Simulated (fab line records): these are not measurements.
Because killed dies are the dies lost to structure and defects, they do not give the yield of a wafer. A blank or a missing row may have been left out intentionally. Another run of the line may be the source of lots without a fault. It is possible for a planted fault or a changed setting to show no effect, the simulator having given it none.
fab line records | flow nand-harc
record: lots: 5 wafers: 15 last-day: 26
route steps=1159 shown A_STAIRCASE@627
lots untouched by any fault: they come from a run of this same line in which no faults occurred
start-h: hours from the record's opening day to when the first of the lot's shown wafers began | wait-h: hours elapsed since this lot's preceding step | " the same as in the row above | L1.1+2: a single row standing in for several wafers | - no value, or no start given | * or withheld: withheld | < > ~ a bound
route shown NAME@n: a module of which the file shows steps, and the number in the route of the first | usual: mean/standard deviation taken from wafers without a fault | same: alike in all rows | chamber/n: place in a boat | sites: the reading at each site | _std_site: standard deviation of those values | _edge_site: inner sites' mean taken away from outer sites' mean | radius-mm: how far each site lies from the wafer's centre | mask NAME#n: copy n | behind: the last tool/chamber to shape the wafer | hold: why the lot was held/for how many hours/how that ended | device: the n, p or np transistor that did not switch | end of line: the same wafers' tests at the end of the route | for a step that has no rows: nothing shown but its recipe | killed: at the first sort, the dies lost to defects and structure; wafer yield is something else | map: per-die view of a wafer (x killed, . not killed, _ where there is no die)
set.NAME: the setting that was run; set.NAME@STEP: the one run at that earlier step | model.NAME: the simulator's own value behind a step, which no gauge read
lots at some steps of the route; a table a step, a row a wafer
services: from which hour (start-h, from the record's first day; less than 0 if before it) a tool's chamber was out of use, for how many hours, and why
== steps ==
step: NHARC_A_STAIRCASE_TRIM_233
recipe: time-s: 211.2 o2-flow-sccm: 500 ar-flow-sccm: 0 bias-w: 0 chemistry: O2
usual: drypump-motor-current-A: 5.5/0.4 oes-product-au: 1.002/0.0081 rf-vpp-V: 57.8/0.88 showerhead-plenum-p-Torr: 3.52/0.16 throttle-valve-pct: 17.036/0.0094
columns lot.wafer tool chamber start-h wait-h drypump-motor-current-A oes-product-au rf-hours-counter-h rf-vpp-V showerhead-plenum-p-Torr throttle-valve-pct
L076.2 rie-diel-11 3 - - 5.7 1.014 25 57.2 3.46 17.039
L076.5 " 0 " " 5.5 1.011 - 57.3 3.33 17.051
L076.6 " 1 " " 5.7 1.009 - 56.5 3.57 17.044
L079.1 rie-diel-09 1 - - 5.4 1.004 2 58.9 3.81 17.037
L079.3 " 2 " " 5.3 0.993 2 57.6 3.56 17.035
L079.2 " 3 " " 5.3 1.015 2 57.1 3.56 17.035
L082.1 rie-diel-11 3 - - 5.7 1.002 37 57.5 3.45 17.043
L082.3 " 0 " " 5.5 1.013 38 57.2 3.32 17.034
L082.5 " 2 " " 5.8 1.014 - 56.5 3.46 17.030
L089.4 rie-diel-09 3 - - 5.2 1.017 30 57.6 3.54 17.034
L089.1 " 1 " " 5.4 0.996 22 57.8 3.80 17.034
L089.5 " 3 " " 5.2 1.008 - 58.2 3.54 17.034
L092.1 rie-diel-13 2 - - 5.7 1.006 23 56.6 3.32 17.034
L092.3 " 0 " " 5.5 1.008 23 57.4 3.58 17.037
L092.4 " 1 " " 5.4 1.006 24 58.4 3.44 17.027
step: NHARC_A_STAIRCASE_ETCH_234
recipe: target-depth-a: 1000 time-s: 40.5 ion-energy-ev: 400 c4f8-flow-sccm: 20 o2-flow-sccm: 10 ar-flow-sccm: withheld rf-w: 600 bias-w: 1000 chemistry: C4F8/O2
usual: oes-product-au: 0.947/0.01 rf-vpp-V: 895/5.8
columns lot.wafer tool chamber start-h wait-h oes-product-au rf-hours-counter-h rf-vpp-V
L076.2 rie-diel-11 1 - - 0.950 22 898
L076.6 " 1 " " 0.939 - 898
L076.5 " 2 " " 0.951 - 893
L079.3 rie-diel-09 0 - - 0.943 2 891
L079.1 " 1 " " 0.950 2 906
L079.2 " 2 " " 0.952 2 897
L082.3 rie-diel-11 0 - - 0.964 38 888
L082.1 " 3 " " 0.961 37 893
L082.5 " 1 " " 0.958 - 899
L089.1 rie-diel-09 0 - - 0.940 29 888
L089.4 " 1 " " 0.940 22 907
L089.5 " 2 " " 0.941 - 897
L092.1 rie-diel-13 0 - - 0.956 23 898
L092.4 " 1 " " 0.959 24 893
L092.3 " 2 " " 0.957 23 887
step: NHARC_A_STAIRCASE_TRIM_235
recipe: time-s: 211.2 o2-flow-sccm: 500 ar-flow-sccm: 0 bias-w: 0 chemistry: O2
usual: drypump-motor-current-A: 5.5/0.38 oes-product-au: 1.001/0.0086 rf-vpp-V: 57.8/0.86 showerhead-plenum-p-Torr: 3.51/0.15 throttle-valve-pct: 17.036/0.0094
columns lot.wafer tool chamber start-h wait-h drypump-motor-current-A oes-product-au rf-hours-counter-h rf-vpp-V showerhead-plenum-p-Torr throttle-valve-pct
L076.2 rie-diel-11 1 - - 5.7 1.009 22 57.8 3.57 17.031
L076.5 " 0 " " 5.5 1.012 - 57.8 3.33 17.045
L076.6 " 1 " " 5.7 1.010 - 57.9 3.57 17.033
L079.2 rie-diel-09 0 - - 4.8 0.993 2 57.1 3.36 17.038
L079.3 " 1 " " 5.4 0.997 2 57.4 3.81 17.042
L079.1 " 3 " " 5.3 1.014 2 57.7 3.56 17.031
L082.1 rie-diel-11 0 - - 5.5 0.993 38 57.3 3.32 17.040
L082.3 " 1 " " 5.7 1.007 35 57.9 3.56 17.036
L082.5 " 3 " " 5.8 1.006 - 58.3 3.45 17.037
L089.4 rie-diel-09 3 - - 5.3 1.008 30 56.7 3.54 17.044
L089.1 " 2 " " 5.3 0.995 25 58.0 3.55 17.017
L089.5 " 0 " " 4.9 1.000 - 57.4 3.34 17.032
L092.1 rie-diel-13 2 - - 5.7 1.024 24 57.4 3.32 17.038
L092.4 " 3 " " 6.5 0.993 23 59.9 3.80 17.035
L092.3 " 1 " " 5.4 1.001 24 56.9 3.44 17.026
step: NHARC_A_STAIRCASE_ETCH_236
recipe: target-depth-a: 1000 time-s: 40.5 ion-energy-ev: 400 c4f8-flow-sccm: 20 o2-flow-sccm: 10 ar-flow-sccm: withheld rf-w: 600 bias-w: 1000 chemistry: C4F8/O2
usual: oes-product-au: 0.948/0.0098 rf-vpp-V: 895/5.3
columns lot.wafer tool chamber start-h wait-h oes-product-au rf-hours-counter-h rf-vpp-V
L076.2 rie-diel-11 1 - - 0.944 22 897
L076.6 " 3 " " 0.954 - 894
L076.5 " 0 " " 0.943 - 889
L079.1 rie-diel-09 1 - - 0.941 2 906
L079.3 " 3 " " 0.959 2 897
L079.2 " 0 " " 0.948 2 890
L082.3 rie-diel-11 3 - - 0.947 37 895
L082.1 " 0 " " 0.934 38 889
L082.5 " 2 " " 0.941 - 895
L089.1 rie-diel-09 2 - - 0.948 25 897
L089.4 " 0 " " 0.937 29 889
L089.5 " 2 " " 0.946 - 897
L092.4 rie-diel-13 1 - - 0.961 24 892
L092.1 " 3 " " 0.948 23 905
L092.3 " 0 " " 0.957 23 898
step: NHARC_A_STAIRCASE_STRIP_238
recipe: power-w: 1500 temp-c: 250 chemistry: O2
usual: drypump-motor-current-A: 5.8/0.47 heater-power-w: 351/22
columns lot.wafer tool chamber start-h wait-h drypump-motor-current-A heater-power-w rf-hours-counter-h
L076.2 plasma-asher-01 1 265.36 0.1 5.6 319 55
L076.5 " 0 " " 5.7 319 -
L076.6 " 1 " " 5.6 328 -
L079.1 plasma-asher-01 0 270.30 0.1 5.7 317 56
L079.2 " 1 " " 5.6 328 56
L079.3 " 1 " " 5.7 321 -
L082.1 plasma-asher-01 1 293.63 0.1 5.6 333 2
L082.3 " 0 " " 5.7 332 -
L082.5 " 0 " " 5.7 326 -
L089.1 plasma-asher-02 1 341.49 0.1 6.5 366 54
L089.4 " 1 " " 6.5 367 -
L089.5 " 1 " " 6.5 366 -
L092.1 plasma-asher-02 0 356.23 0.1 5.2 383 57
L092.4 " 0 " " 5.2 377 -
L092.3 " 1 " " 6.5 367 -
step: NHARC_A_STAIRCASE_STRIP_239
recipe: time-s: 900 temp-c: 130 chemistry: SPM
columns lot.wafer tool chamber start-h wait-h
L076.2+5+6 wet-bench-03 2,3,4 265.68 0.3
L079.3+1+2 wet-bench-09 6,2,3 270.66 0.2
L082.1+5+3 wet-bench-03 7,0,3 293.99 0.3
L089.4+5+1 wet-bench-09 5,7,2 341.83 0.2
L092.3+1+4 wet-bench-09 5,7,0 356.59 0.2
step: NHARC_A_STAIRCASE_PRECLEAN_240
recipe: time-s: * temp-c: 50 bath-age-min: 0 chemistry: SC1
columns lot.wafer tool chamber start-h wait-h
L076.2+5+6 wet-bench-03 2,3,4 - -
L079.3+1+2 wet-bench-09 6,2,3 - -
L082.1+5+3 wet-bench-03 7,0,3 - -
L089.4+5+1 wet-bench-09 5,7,2 - -
L092.3+1+4 wet-bench-09 5,7,0 - -
step: NHARC_A_STAIRCASE_SRD_241
columns lot.wafer tool chamber start-h wait-h
L076.2+5+6 wet-bench-03 2,3,4 - -
L079.3+1+2 wet-bench-09 6,2,3 - -
L082.1+5+3 wet-bench-03 7,0,3 - -
L089.4+5+1 wet-bench-09 5,7,2 - -
L092.3+1+4 wet-bench-09 5,7,0 - -
step: NHARC_A_STAIRCASE_DEHYDRATE_242
recipe: temp-c: 150 time-s: 120
usual: resist-line-temp-C: 22.97/0.099
columns lot.wafer tool chamber start-h wait-h resist-line-temp-C
L076.2 litho-track-02 0 266.12 - 22.88
L076.5 " 0 " " 22.94
L076.6 " 0 " " 23.04
L079.1 litho-track-02 0 271.11 - 23.04
L079.2 " 0 " " 22.98
L079.3 " 0 " " 22.93
L082.1 litho-track-03 0 294.43 - 23.04
L082.3 " 0 " " 22.97
L082.5 " 0 " " 22.99
L089.1 litho-track-05 0 342.29 - 22.99
L089.4 " 0 " " 22.93
L089.5 " 0 " " 23.06
L092.1 litho-track-05 0 357.04 - 22.95
L092.3 " 0 " " 22.81
L092.4 " 0 " " 22.93
step: NHARC_A_STAIRCASE_HMDS_243
recipe: time-s: 30
usual: resist-line-temp-C: 23.00/0.099
columns lot.wafer tool chamber start-h wait-h resist-line-temp-C
L076.2 litho-track-02 0 - - 23.07
L076.5 " 0 " " 23.08
L076.6 " 0 " " 23.10
L079.1 litho-track-02 0 - - 22.88
L079.2 " 0 " " 22.97
L079.3 " 0 " " 23.07
L082.1 litho-track-03 0 - - 23.06
L082.3 " 0 " " 23.12
L082.5 " 0 " " 22.93
L089.1 litho-track-05 0 - - 22.98
L089.4 " 0 " " 22.93
L089.5 " 0 " " 22.89
L092.1 litho-track-05 0 - - 23.04
L092.3 " 0 " " 23.10
L092.4 " 0 " " 23.11
step: NHARC_A_STAIRCASE_COAT_244
recipe: spin-rpm: 1200
usual: resist-line-temp-C: 22.98/0.098
columns lot.wafer tool chamber start-h wait-h resist-line-temp-C
L076.2 litho-track-02 0 - - 23.10
L076.5 " 0 " " 22.91
L076.6 " 0 " " 22.96
L079.1 litho-track-02 0 - - 23.08
L079.2 " 0 " " 23.08
L079.3 " 0 " " 22.97
L082.1 litho-track-03 0 - - 22.79
L082.3 " 0 " " 22.99
L082.5 " 0 " " 23.00
L089.1 litho-track-05 0 - - 23.01
L089.4 " 0 " " 23.04
L089.5 " 0 " " 23.01
L092.1 litho-track-05 0 - - 23.08
L092.3 " 0 " " 22.90
L092.4 " 0 " " 23.12
step: NHARC_A_STAIRCASE_SOFTBAKE_245
recipe: temp-c: 135 time-s: 170
usual: resist-line-temp-C: 23.00/0.14
columns lot.wafer tool chamber start-h wait-h resist-line-temp-C
L076.2 litho-track-02 0 - - 22.89
L076.5 " 0 " " 23.02
L076.6 " 0 " " 22.82
L079.1 litho-track-02 0 - - 22.94
L079.2 " 0 " " 23.00
L079.3 " 0 " " 22.98
L082.1 litho-track-03 0 - - 23.19
L082.3 " 0 " " 22.82
L082.5 " 0 " " 23.12
L089.1 litho-track-05 0 - - 23.21
L089.4 " 0 " " 23.29
L089.5 " 0 " " 23.26
L092.1 litho-track-05 0 - - 22.87
L092.3 " 0 " " 22.99
L092.4 " 0 " " 22.97
step: NHARC_A_STAIRCASE_EBR_246
usual: resist-line-temp-C: 22.98/0.098
columns lot.wafer tool chamber start-h wait-h resist-line-temp-C
L076.2 litho-track-02 0 - - 23.01
L076.5 " 0 " " 23.01
L076.6 " 0 " " 22.97
L079.1 litho-track-02 0 - - 23.06
L079.2 " 0 " " 23.07
L079.3 " 0 " " 23.07
L082.1 litho-track-03 0 - - 22.84
L082.3 " 0 " " 22.87
L082.5 " 0 " " 22.94
L089.1 litho-track-05 0 - - 23.01
L089.4 " 0 " " 22.87
L089.5 " 0 " " 22.90
L092.1 litho-track-05 0 - - 22.99
L092.3 " 0 " " 23.14
L092.4 " 0 " " 23.05
step: NHARC_A_STAIRCASE_EXPOSE_247
recipe: na: 0.5 dose-mj: 25.34 mask-id: SDS_1
usual: stage-vel-mm-s: 499.96/0.26
columns lot.wafer tool chamber start-h wait-h mask stage-vel-mm-s
L076.2 krf-scanner-03 0 266.46 - SDS_1#0 500.41
L076.5 " 0 " " SDS_1#0 499.62
L076.6 " 0 " " SDS_1#0 499.87
L079.1 krf-scanner-04 0 271.33 - SDS_1#0 499.87
L079.2 " 0 " " SDS_1#0 500.08
L079.3 " 0 " " SDS_1#0 500.40
L082.1 krf-scanner-04 0 294.77 - SDS_1#0 499.95
L082.3 " 0 " " SDS_1#0 499.73
L082.5 " 0 " " SDS_1#0 499.69
L089.1 krf-scanner-01 0 342.62 - SDS_1#0 499.81
L089.4 " 0 " " SDS_1#0 499.78
L089.5 " 0 " " SDS_1#0 499.75
L092.1 krf-scanner-03 0 357.37 - SDS_1#0 499.91
L092.3 " 0 " " SDS_1#0 500.26
L092.4 " 0 " " SDS_1#0 499.89
step: NHARC_A_STAIRCASE_PEB_248
recipe: peb-temp-c: 115 peb-time-s: 130
usual: resist-line-temp-C: 23.00/0.093
columns lot.wafer tool chamber start-h wait-h resist-line-temp-C
L076.2 litho-track-03 0 266.53 0.1 23.00
L076.5 " 0 " " 22.95
L076.6 " 0 " " 22.99
L079.1 litho-track-05 0 271.39 0.1 23.01
L079.2 " 0 " " 23.09
L079.3 " 0 " " 23.12
L082.1 litho-track-05 0 294.84 0.1 23.10
L082.3 " 0 " " 23.20
L082.5 " 0 " " 23.03
L089.1 litho-track-05 0 342.69 0.1 23.00
L089.4 " 0 " " 23.07
L089.5 " 0 " " 23.09
L092.1 litho-track-03 0 357.43 0.1 23.09
L092.3 " 0 " " 22.93
L092.4 " 0 " " 22.99
step: NHARC_A_STAIRCASE_DEVELOP_249
recipe: time-s: 140
usual: resist-line-temp-C: 23.02/0.11
columns lot.wafer tool chamber start-h wait-h resist-line-temp-C
L076.2 litho-track-03 0 - - 23.07
L076.5 " 0 " " 23.02
L076.6 " 0 " " 23.14
L079.1 litho-track-05 0 - - 23.03
L079.2 " 0 " " 22.95
L079.3 " 0 " " 22.92
L082.1 litho-track-05 0 - - 23.05
L082.3 " 0 " " 22.90
L082.5 " 0 " " 22.95
L089.1 litho-track-05 0 - - 22.81
L089.4 " 0 " " 23.04
L089.5 " 0 " " 23.06
L092.1 litho-track-03 0 - - 23.03
L092.3 " 0 " " 22.98
L092.4 " 0 " " 23.14
step: NHARC_A_STAIRCASE_HARDBAKE_251
recipe: temp-c: 120 time-s: 140
usual: resist-line-temp-C: 23.00/0.11
columns lot.wafer tool chamber start-h wait-h resist-line-temp-C
L076.2 litho-track-03 0 266.75 - 23.04
L076.5 " 0 " " 23.03
L076.6 " 0 " " 23.09
L079.1 litho-track-05 0 271.62 - 23.15
L079.2 " 0 " " 23.12
L079.3 " 0 " " 23.13
L082.1 litho-track-03 0 295.06 - 23.20
L082.3 " 0 " " 23.22
L082.5 " 0 " " 23.20
L089.1 litho-track-03 0 342.90 - 22.86
L089.4 " 0 " " 23.04
L089.5 " 0 " " 22.96
L092.1 litho-track-03 0 357.65 - 23.17
L092.3 " 0 " " 23.23
L092.4 " 0 " " 23.07
step: NHARC_A_STAIRCASE_DESCUM_252
recipe: time-s: 3 o2-flow-sccm: 200 ar-flow-sccm: 0 bias-power-w: 0 chemistry: O2
usual: drypump-motor-current-A: 5.6/0.37 oes-product-au: 1.003/0.008 rf-vpp-V: 57.7/0.9 showerhead-plenum-p-Torr: 1.90/0.085 throttle-valve-pct: 11.313/0.009
columns lot.wafer tool chamber start-h wait-h drypump-motor-current-A oes-product-au rf-hours-counter-h rf-vpp-V showerhead-plenum-p-Torr throttle-valve-pct
L076.2 rie-diel-13 3 266.84 - 6.5 0.994 61 57.5 1.76 11.304
L076.6 " 3 " " 6.5 0.992 - 55.9 1.76 11.320
L076.5 " 0 " " 5.4 0.994 - 57.6 1.95 11.312
L079.2 rie-diel-13 0 271.72 - 5.5 0.992 59 57.7 1.95 11.300
L079.3 " 1 " " 5.4 1.007 61 56.8 1.87 11.316
L079.1 " 2 " " 5.7 0.994 61 57.8 1.80 11.316
L082.1 rie-diel-09 3 295.22 - 5.2 1.012 14 57.9 1.93 11.313
L082.3 " 0 " " 4.8 0.995 12 58.2 1.81 11.305
L082.5 " 0 " " 4.8 0.988 - 58.0 1.81 11.296
L089.1 rie-diel-11 0 343.01 - 5.5 1.018 53 56.4 1.79 11.308
L089.4 " 2 " " 5.8 0.995 53 57.6 1.87 11.306
L089.5 " 0 " " 5.5 1.006 - 57.1 1.79 11.325
L092.1 rie-diel-11 1 358.79 - 5.7 1.010 56 57.9 1.93 11.316
L092.3 " 3 " " 5.7 0.999 60 58.6 1.86 11.310
L092.4 " 0 " " 5.5 1.014 59 57.4 1.79 11.321
step: NHARC_A_STAIRCASE_ETCH_253
recipe: target-depth-a: 500 time-s: 20.2 ion-energy-ev: 400 c4f8-flow-sccm: 20 o2-flow-sccm: 10 ar-flow-sccm: withheld rf-w: 600 bias-w: 1000 chemistry: C4F8/O2
usual: oes-product-au: 0.954/0.017 rf-vpp-V: 895/5.3
columns lot.wafer tool chamber start-h wait-h oes-product-au rf-hours-counter-h rf-vpp-V
L076.2 rie-diel-13 1 266.94 0.1 0.961 59 894
L076.5 " 2 " " 0.965 - 887
L076.6 " 3 " " 0.954 - 885
L079.1 rie-diel-13 1 271.81 0.1 0.972 61 895
L079.2 " 2 " " 0.986 61 889
L079.3 " 3 " " 0.947 62 887
L082.3 rie-diel-09 0 295.33 0.1 0.925 12 890
L082.1 " 3 " " 0.932 14 897
L082.5 " 0 " " 0.935 - 889
L089.1 rie-diel-11 1 343.09 0.1 0.982 51 897
L089.4 " 2 " " 0.993 53 893
L089.5 " 0 " " 0.976 - 888
L092.1 rie-diel-11 1 359.06 0.3 0.930 56 896
L092.4 " 3 " " 0.942 60 893
L092.3 " 0 " " 0.940 59 887
step: NHARC_A_STAIRCASE_STRIP_254
recipe: power-w: 1500 temp-c: 250 chemistry: O2
usual: drypump-motor-current-A: 5.8/0.49 heater-power-w: 353/21
columns lot.wafer tool chamber start-h wait-h drypump-motor-current-A heater-power-w rf-hours-counter-h
L076.2 plasma-asher-02 0 267.07 - 5.2 381 25
L076.5 " 1 " " 6.5 358 -
L076.6 " 0 " " 5.2 381 -
L079.1 plasma-asher-02 0 271.89 - 5.2 369 27
L079.2 " 1 " " 6.5 371 27
L079.3 " 0 " " 5.2 385 -
L082.1 plasma-asher-01 1 295.47 - 5.7 343 3
L082.3 " 1 " " 5.7 336 -
L082.5 " 0 " " 5.7 330 -
L089.1 plasma-asher-01 1 343.22 - 5.6 336 19
L089.4 " 1 " " 5.6 340 -
L089.5 " 1 " " 5.6 336 -
L092.1 plasma-asher-01 1 359.19 - 5.6 338 21
L092.3 " 0 " " 5.7 329 -
L092.4 " 1 " " 5.6 344 -
step: NHARC_A_STAIRCASE_STRIP_255
recipe: time-s: 900 temp-c: 130 chemistry: SPM
columns lot.wafer tool chamber start-h wait-h
L076.5+6+2 wet-bench-03 5,6,7 267.41 0.2
L079.2+1+3 wet-bench-05 5,6,0 272.24 0.3
L082.1+5+3 wet-bench-05 3,5,6 295.78 0.3
L089.5+1+4 wet-bench-03 1,3,4 343.52 0.1
L092.3+4+1 wet-bench-09 3,7,0 359.49 0.2
step: NHARC_A_STAIRCASE_PRECLEAN_256
recipe: time-s: * temp-c: 50 bath-age-min: 0 chemistry: SC1
columns lot.wafer tool chamber start-h wait-h
L076.5+6+2 wet-bench-03 5,6,7 - -
L079.2+1+3 wet-bench-05 5,6,0 - -
L082.1+5+3 wet-bench-05 3,5,6 - -
L089.5+1+4 wet-bench-03 1,3,4 - -
L092.3+4+1 wet-bench-09 3,7,0 - -
step: NHARC_A_STAIRCASE_SRD_257
columns lot.wafer tool chamber start-h wait-h
L076.5+6+2 wet-bench-03 5,6,7 - -
L079.2+1+3 wet-bench-05 5,6,0 - -
L082.1+5+3 wet-bench-05 3,5,6 - -
L089.5+1+4 wet-bench-03 1,3,4 - -
L092.3+4+1 wet-bench-09 3,7,0 - -
step: NHARC_A_STAIRCASE_HM_DEP_456
recipe: target-thk-a: 15000 temp-c: 400 material: aC
usual: throttle-valve-pct: 34.999/0.0084
columns lot.wafer tool chamber start-h wait-h throttle-valve-pct
L076.2 acl-dep-02 0 268.21 - 34.996
L076.5 " 0 " " 35.004
L076.6 " 0 " " 34.996
L079.1 acl-dep-03 0 274.19 - 35.001
L079.2 " 0 " " 34.996
L079.3 " 0 " " 34.984
L082.1 acl-dep-03 0 300.85 - 35.011
L082.3 " 0 " " 34.997
L082.5 " 0 " " 34.984
L089.1 acl-dep-01 0 343.99 - 35.008
L089.4 " 0 " " 35.005
L089.5 " 0 " " 34.991
L092.1 acl-dep-01 0 359.95 - 34.984
L092.3 " 0 " " 35.003
L092.4 " 0 " " 34.983
step: NHARC_A_STAIRCASE_DEP_259
recipe: target-thk-a: 300 target-thk-nm: 30 temp-c: 400 pressure-torr: 3.5 flow-sccm: 200 rf-w: 350 material: SiON
usual: heater-power-w: 750/75
columns lot.wafer tool chamber start-h wait-h heater-power-w
L076.2 pecvd-02 1 269.79 1.3 736
L076.6 " 2 " " 715
L076.5 " 0 " " 823
L079.2 pecvd-02 0 276.12 1.3 824
L079.1 " 1 " " 754
L079.3 " 2 " " 768
L082.3 pecvd-01 0 302.72 1.0 696
L082.1 " 1 " " 675
L082.5 " 1 " " 684
L089.1 pecvd-01 0 345.90 1.6 861
L089.5 " 2 " " 782
L089.4 " 0 " " 845
L092.3 pecvd-03 0 361.81 0.9 664
L092.1 " 1 " " 587
L092.4 " 2 " " 726
step: NHARC_A_STAIRCASE_DEHYDRATE_281
recipe: temp-c: 150 time-s: 120
usual: resist-line-temp-C: 23.02/0.11
columns lot.wafer tool chamber start-h wait-h resist-line-temp-C
L076.2 litho-track-03 0 270.01 0.2 23.00
L076.5 " 0 " " 22.99
L076.6 " 0 " " 23.07
L079.1 litho-track-03 0 276.39 0.2 23.03
L079.2 " 0 " " 23.01
L079.3 " 0 " " 22.93
L082.1 litho-track-02 0 302.99 0.2 22.96
L082.3 " 0 " " 22.85
L082.5 " 0 " " 23.03
L089.1 litho-track-03 0 346.11 0.2 23.08
L089.4 " 0 " " 22.92
L089.5 " 0 " " 23.09
L092.1 litho-track-03 0 362.08 0.2 23.05
L092.3 " 0 " " 23.07
L092.4 " 0 " " 23.15
step: NHARC_A_STAIRCASE_HMDS_282
recipe: time-s: 30
usual: resist-line-temp-C: 22.99/0.098
columns lot.wafer tool chamber start-h wait-h resist-line-temp-C
L076.2 litho-track-03 0 - - 23.05
L076.5 " 0 " " 22.96
L076.6 " 0 " " 22.96
L079.1 litho-track-03 0 - - 22.98
L079.2 " 0 " " 22.96
L079.3 " 0 " " 23.05
L082.1 litho-track-02 0 - - 23.01
L082.3 " 0 " " 23.09
L082.5 " 0 " " 23.00
L089.1 litho-track-03 0 - - 23.09
L089.4 " 0 " " 23.03
L089.5 " 0 " " 23.19
L092.1 litho-track-03 0 - - 23.10
L092.3 " 0 " " 22.87
L092.4 " 0 " " 23.08
step: NHARC_A_STAIRCASE_COAT_283
recipe: spin-rpm: 1200
usual: resist-line-temp-C: 23.02/0.12
columns lot.wafer tool chamber start-h wait-h resist-line-temp-C
L076.2 litho-track-03 0 - - 23.24
L076.5 " 0 " " 22.99
L076.6 " 0 " " 23.10
L079.1 litho-track-03 0 - - 22.93
L079.2 " 0 " " 22.96
L079.3 " 0 " " 23.23
L082.1 litho-track-02 0 - - 23.05
L082.3 " 0 " " 23.07
L082.5 " 0 " " 22.99
L089.1 litho-track-03 0 - - 22.88
L089.4 " 0 " " 22.81
L089.5 " 0 " " 23.02
L092.1 litho-track-03 0 - - 22.96
L092.3 " 0 " " 23.03
L092.4 " 0 " " 23.20
step: NHARC_A_STAIRCASE_SOFTBAKE_284
recipe: temp-c: 135 time-s: 170
usual: resist-line-temp-C: 22.99/0.1
columns lot.wafer tool chamber start-h wait-h resist-line-temp-C
L076.2 litho-track-03 0 - - 23.05
L076.5 " 0 " " 22.81
L076.6 " 0 " " 22.77
L079.1 litho-track-03 0 - - 22.83
L079.2 " 0 " " 23.02
L079.3 " 0 " " 22.76
L082.1 litho-track-02 0 - - 23.07
L082.3 " 0 " " 23.20
L082.5 " 0 " " 23.21
L089.1 litho-track-03 0 - - 22.96
L089.4 " 0 " " 22.85
L089.5 " 0 " " 22.91
L092.1 litho-track-03 0 - - 22.91
L092.3 " 0 " " 23.03
L092.4 " 0 " " 22.95
step: NHARC_A_STAIRCASE_EBR_285
usual: resist-line-temp-C: 23.02/0.11
columns lot.wafer tool chamber start-h wait-h resist-line-temp-C
L076.2 litho-track-03 0 - - 22.99
L076.5 " 0 " " 23.02
L076.6 " 0 " " 23.07
L079.1 litho-track-03 0 - - 23.25
L079.2 " 0 " " 23.15
L079.3 " 0 " " 23.06
L082.1 litho-track-02 0 - - 23.04
L082.3 " 0 " " 23.04
L082.5 " 0 " " 23.11
L089.1 litho-track-03 0 - - 23.10
L089.4 " 0 " " 23.19
L089.5 " 0 " " 23.16
L092.1 litho-track-03 0 - - 22.92
L092.3 " 0 " " 23.01
L092.4 " 0 " " 22.99
step: NHARC_A_STAIRCASE_EXPOSE_286
recipe: na: 0.5 dose-mj: 25.01 mask-id: CHOP_100
usual: stage-vel-mm-s: 500.03/0.28
columns lot.wafer tool chamber start-h wait-h mask stage-vel-mm-s
L076.2 krf-scanner-01 0 270.34 - CHOP_100#0 500.36
L076.5 " 0 " " CHOP_100#0 500.46
L076.6 " 0 " " CHOP_100#0 500.45
L079.1 krf-scanner-03 0 276.72 - CHOP_100#0 499.92
L079.2 " 0 " " CHOP_100#0 500.10
L079.3 " 0 " " CHOP_100#0 500.28
L082.1 krf-scanner-04 0 303.20 - CHOP_100#0 500.20
L082.3 " 0 " " CHOP_100#0 499.79
L082.5 " 0 " " CHOP_100#0 500.00
L089.1 krf-scanner-03 0 346.44 - CHOP_100#0 500.05
L089.4 " 0 " " CHOP_100#0 499.62
L089.5 " 0 " " CHOP_100#0 499.61
L092.1 krf-scanner-01 0 362.42 - CHOP_100#0 499.81
L092.3 " 0 " " CHOP_100#0 499.74
L092.4 " 0 " " CHOP_100#0 500.10
step: NHARC_A_STAIRCASE_PEB_287
recipe: peb-temp-c: 115 peb-time-s: 130
usual: resist-line-temp-C: 23.01/0.1
columns lot.wafer tool chamber start-h wait-h resist-line-temp-C
L076.2 litho-track-02 0 270.40 0.1 22.90
L076.5 " 0 " " 22.99
L076.6 " 0 " " 23.08
L079.1 litho-track-02 0 276.79 0.1 23.21
L079.2 " 0 " " 22.96
L079.3 " 0 " " 23.12
L082.1 litho-track-03 0 303.27 0.1 23.16
L082.3 " 0 " " 23.18
L082.5 " 0 " " 23.20
L089.1 litho-track-03 0 346.51 0.1 22.97
L089.4 " 0 " " 23.07
L089.5 " 0 " " 22.99
L092.1 litho-track-03 0 362.48 0.1 23.02
L092.3 " 0 " " 22.88
L092.4 " 0 " " 23.02
step: NHARC_A_STAIRCASE_DEVELOP_288
recipe: time-s: 140
usual: resist-line-temp-C: 22.99/0.12
columns lot.wafer tool chamber start-h wait-h resist-line-temp-C
L076.2 litho-track-02 0 - - 23.00
L076.5 " 0 " " 22.76
L076.6 " 0 " " 23.06
L079.1 litho-track-02 0 - - 23.23
L079.2 " 0 " " 23.22
L079.3 " 0 " " 23.15
L082.1 litho-track-03 0 - - 23.12
L082.3 " 0 " " 23.04
L082.5 " 0 " " 23.10
L089.1 litho-track-03 0 - - 22.86
L089.4 " 0 " " 22.94
L089.5 " 0 " " 22.97
L092.1 litho-track-03 0 - - 22.94
L092.3 " 0 " " 22.89
L092.4 " 0 " " 23.00
step: NHARC_A_STAIRCASE_HARDBAKE_290
recipe: temp-c: 120 time-s: 140
usual: resist-line-temp-C: 23.01/0.11
columns lot.wafer tool chamber start-h wait-h resist-line-temp-C
L076.2 litho-track-03 0 270.63 - 23.14
L076.5 " 0 " " 23.02
L076.6 " 0 " " 23.07
L079.1 litho-track-02 0 277.00 - 23.08
L079.2 " 0 " " 22.92
L079.3 " 0 " " 23.02
L082.1 litho-track-02 0 303.48 - 23.16
L082.3 " 0 " " 22.98
L082.5 " 0 " " 22.92
L089.1 litho-track-05 0 346.73 - 22.87
L089.4 " 0 " " 22.89
L089.5 " 0 " " 22.89
L092.1 litho-track-03 0 362.70 - 23.01
L092.3 " 0 " " 23.04
L092.4 " 0 " " 23.07
== services ==
columns tool chamber start-h hours kind
rie-diel-11 1 241.89 9.1 repair
pecvd-01 1 250.12 13.7 repair
rie-diel-09 - 254.15 9.0 pm
krf-scanner-01 - 259.10 4.0 pm
krf-scanner-03 - 260.98 0.5 repair
plasma-asher-01 - 276.00 9.0 pm
rie-diel-13 - 276.20 9.0 pm
wet-bench-09 - 288.80 8.0 pm
rie-diel-09 1 290.16 10.6 repair
pecvd-03 - 292.00 13.0 pm
acl-dep-01 - 295.58 13.0 pm
krf-scanner-04 - 298.00 4.0 pm
pecvd-03 0 308.58 4.4 repair
pecvd-02 1 314.05 2.2 repair
pecvd-02 - 317.25 0.3 repair
krf-scanner-04 - 319.42 3.0 repair
wet-bench-03 - 322.40 8.0 pm
krf-scanner-04 - 333.71 5.5 repair
pecvd-02 - 334.00 13.0 pm
krf-scanner-03 - 340.00 4.0 pm
litho-track-02 - 340.00 7.0 pm
rie-diel-09 - 350.67 2.0 repair
plasma-asher-02 - 360.35 9.0 pm
krf-scanner-03 - 361.98 0.6 repair
== key ==
fault none
